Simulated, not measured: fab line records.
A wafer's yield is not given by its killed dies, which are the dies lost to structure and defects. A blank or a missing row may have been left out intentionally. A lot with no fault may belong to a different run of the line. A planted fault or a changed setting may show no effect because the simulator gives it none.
Matching of chambers + flow n5-finfet + N5_BEOL_M0_SAQP_SPACER2_ETCHBACK_27 on rie-diel-06 has 4 sister chambers
The step etches SiO2 in CHF3/O2, target depth 22.5 nm, time 11.25 s. 8 wafers are shown with their chamber, then 7 later ones without.

## WAFERS PAIRED WITH THEIR CHAMBERS
| wafer  | chamber | drypump-motor-current-A (A) | showerhead-plenum-p-Torr (Torr) |
|--------|---------|-----------------------------|---------------------------------|
| L076.5 | 1       | 5.3                         | 2.46                            |
| L077.1 | 3       | 6.8                         | 2.47                            |
| L077.2 | 1       | 5.4                         | 2.46                            |
| L085.1 | 2       | 5.7                         | 2.32                            |
| L085.2 | 3       | 6.8                         | 2.47                            |
| L085.4 | 0       | 5.5                         | 2.32                            |
| L093.1 | 0       | 5.5                         | 2.32                            |
| L093.4 | 2       | 5.7                         | 2.31                            |

## WAFERS WITHOUT THEIR CHAMBER
| wafer  | drypump-motor-current-A (A) | showerhead-plenum-p-Torr (Torr) |
|--------|-----------------------------|---------------------------------|
| L093.6 | 5.3                         | 2.44                            |
| L095.2 | 6.8                         | 2.46                            |
| L095.3 | 5.3                         | 2.44                            |
| L095.6 | 5.5                         | 2.31                            |
| L097.3 | 6.8                         | 2.46                            |
| L097.4 | 5.5                         | 2.31                            |
| L097.6 | 6.8                         | 2.45                            |

## THE CHAMBER EACH PASSED THROUGH
| wafer  | from the rows above | in truth |
|--------|---------------------|----------|
| L093.6 | 1                   | 1        |
| L095.2 | 3                   | 3        |
| L095.3 | 1                   | 1        |
| L095.6 | 0                   | 0        |
| L097.3 | 3                   | 3        |
| L097.4 | 0                   | 0        |
| L097.6 | 3                   | 3        |
7 of 7 placed correctly. Left unplaced by these rows: 0. Placed wrongly: 0.
How it was worked out, from the rows above alone: a wafer's distance from a chamber is the root of the sum, over the readings, of the square of ((its reading less the chamber's mean) divided by the reading's scatter). If the next closest chamber is less than 2 further off than the closest, the wafer can't be placed; otherwise it belongs to the closest. For every chamber, the mean is computed from those of its wafers that are shown. The scatter is the square root of a quotient: the sum, over the shown wafers, of each reading's squared deviation from its chamber's mean, divided by wafers minus chambers.
